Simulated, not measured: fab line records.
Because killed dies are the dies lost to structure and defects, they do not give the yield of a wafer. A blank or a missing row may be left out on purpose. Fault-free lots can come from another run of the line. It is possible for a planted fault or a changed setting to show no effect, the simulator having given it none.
Which tool did it? ; flow nand_harc ; at 1 step of a route of 1302, 7 lots with 21 wafers sampled

## WHAT THE GAUGES SHOWED, per wafer
NHARC_A_CONTACT_OVL_MEAS_09.
lot;measured;on;overlay_x_nm (nm)
L761;day 22 15:02;overlay-01;0.5 0.7 0.6
L765;day 23 17:35;overlay-02;-0.4 -0.4 0.1
L764;day 24 00:35;overlay-02;0.5 0.2 0.4
L767;day 25 01:44;overlay-01;1.4 1.3 1.0
L773;day 27 17:36;overlay-02;-0.2 -0.3 0.7
L774;day 28 06:49;overlay-02;1.0 1.2 0.8
L783;day 31 19:59;overlay-01;0.5 1.0 0.6

## TOOL THAT RAN EACH LOT (tool first, then ch and the chambers of the sampled wafers, then the start)
Record: no process step prior to these readings.

## THE ANSWER, worked out from the rows above alone
Rule: what is usual is taken from the lots themselves. Put in order of their means at a reading, lots are off if they are a third of the lots or fewer, leave a main group of 4 or more, and stand apart from it by a gap of 3 or more times the standard deviation of the main group's means; of several such gaps the widest counts. If all means in a main group match to the digits the tables above print for the reading, that group is not used. Also off: a lot with no number at a reading for which 4 or more lots have one. All remaining lots with rows at the step are treated as sound.
Across all readings shown, no lot is off: no conclusion can be drawn from this.

## WHAT HAD BEEN PUT IN BY THE SIMULATOR
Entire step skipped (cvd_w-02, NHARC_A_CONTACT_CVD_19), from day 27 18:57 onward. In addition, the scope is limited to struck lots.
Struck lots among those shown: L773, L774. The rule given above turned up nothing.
